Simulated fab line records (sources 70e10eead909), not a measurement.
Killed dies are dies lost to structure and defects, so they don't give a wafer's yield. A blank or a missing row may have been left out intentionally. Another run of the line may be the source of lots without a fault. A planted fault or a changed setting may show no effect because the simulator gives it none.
Chamber matching	flow nand-harc	NHARC_A_CONTACT_ALD_18 on ald-metal-04 has 4 sister chambers
The step deposits TiN, target thk 3 nm, pulse time 1 s, ald cycles 150. 4 wafers are shown with their chamber, then 9 later ones without.

EACH WAFER AND ITS CHAMBER
wafer	chamber	heater-power-w (W)
L083.3	1	1153
L086.6	2	913
L089.1	0	1206
L089.6	3	1157

WAFERS WITHOUT THEIR CHAMBER
wafer	heater-power-w (W)
L092.1	935
L092.3	1080
L092.6	1098
L094.2	953
L094.3	1136
L094.6	1176
L097.1	1091
L097.5	1115
L097.6	1168

THE CHAMBER EACH PASSED THROUGH
wafer	from the rows above	in truth
L092.1	2	2
L092.3	can't be placed: 1 or 3 or 0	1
L092.6	can't be placed: 1 or 3 or 0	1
L094.2	2	2
L094.3	can't be placed: 1 or 3 or 0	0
L094.6	can't be placed: 3 or 1 or 0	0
L097.1	can't be placed: 1 or 3 or 0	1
L097.5	can't be placed: 1 or 3 or 0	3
L097.6	can't be placed: 3 or 1 or 0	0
Correctly placed: 2 of 9. These rows do not allow placing 7 (true chamber among the candidates in 7). Number placed wrongly: 0.
How it was worked out, from the rows above alone: a wafer's distance from a chamber is the root of the sum, over the readings, of the square of ((its reading less the chamber's mean) divided by the reading's scatter). The wafer belongs to the nearest chamber; if the next one is less than 2 further off, it can't be placed. Each chamber's mean is taken over the wafers shown for it. The scatter: with one shown wafer a chamber, the root of the mean of the squares of how far each hidden wafer lies from its nearest shown one.
